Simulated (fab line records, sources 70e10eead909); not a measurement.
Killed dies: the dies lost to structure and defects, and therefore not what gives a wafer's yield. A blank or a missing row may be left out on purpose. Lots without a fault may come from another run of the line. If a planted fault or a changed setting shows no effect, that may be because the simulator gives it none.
Chamber matching | flow nand_harc | 4 sister chambers for NHARC_P_GATE_ETCH_32 on rie_si-02
The step etches the open film in HBr/Cl2, target depth 150 nm, time 100.1 s. 14 wafers are shown with their chamber, then 7 later ones without.

== EACH WAFER AND ITS CHAMBER ==
wafer  | chamber | drypump_motor_current_A (A) | oes_product_au (a.u.) | throttle_valve_pct (%)
L078.3 | 2       | 5.5                         | 1.026                 | 26.425
L078.4 | 1       | 5.7                         | 0.985                 | 26.411
L078.6 | 3       | 4.9                         | 1.002                 | 26.389
L081.1 | 0       | 5.4                         | 1.005                 | 26.404
L081.2 | 3       | 4.9                         | 1.005                 | 26.412
L081.5 | 1       | 5.8                         | 0.986                 | 26.419
L085.1 | 0       | 5.3                         | 0.997                 | 26.397
L085.4 | 1       | 5.7                         | 0.984                 | 26.415
L085.6 | 0       | 5.3                         | 0.992                 | 26.393
L086.1 | 3       | 4.9                         | 1.006                 | 26.405
L086.3 | 0       | 5.4                         | 0.994                 | 26.405
L086.6 | 0       | 5.3                         | 0.999                 | 26.412
L087.2 | 2       | 5.5                         | 1.012                 | 26.393
L087.4 | 3       | 4.9                         | 1.010                 | 26.390

SIGNATURES (averages over the wafers above)
reading                 | chamber 0 | chamber 1 | chamber 2 | chamber 3 | scatter within a chamber
drypump_motor_current_A | 5.340     | 5.733     | 5.500     | 4.900     | 0.0432
oes_product_au          | 0.99740   | 0.98500   | 1.01900   | 1.00575   | 0.00484
throttle_valve_pct      | 26.40220  | 26.41500  | 26.40900  | 26.39900  | 0.0107
Rule: distance of a wafer from a chamber = root of the sum over the readings of ((wafer's reading minus chamber's mean) / reading's scatter) squared. If the next closest chamber is less than 2 further off than the closest, the wafer can't be placed; otherwise it belongs to the closest. The scatter: the root of (the sum of the squares of (reading less its chamber's mean) over the shown wafers, divided by (wafers less chambers)).

== WAFERS WITHOUT THEIR CHAMBER ==
wafer  | drypump_motor_current_A (A) | oes_product_au (a.u.) | throttle_valve_pct (%)
L087.5 | 5.3                         | 1.004                 | 26.415
L095.2 | 5.7                         | 0.997                 | 26.409
L095.3 | 4.9                         | 1.002                 | 26.411
L095.6 | 5.6                         | 1.014                 | 26.393
L097.3 | 5.3                         | 1.006                 | 26.400
L097.4 | 5.7                         | 1.007                 | 26.402
L097.6 | 5.7                         | 1.003                 | 26.409

== EACH ONE'S CHAMBER ==
wafer  | from the rows above     | in truth
L087.5 | 0                       | 0
L095.2 | 1                       | 1
L095.3 | 3                       | 3
L095.6 | 2                       | 2
L097.3 | 0                       | 0
L097.4 | can't be placed: 1 or 2 | 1
L097.6 | can't be placed: 1 or 2 | 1
5 of 7 placed correctly. Unplaceable from these rows: 2, with the true chamber sitting among the candidates in 2. Number placed wrongly: 0.
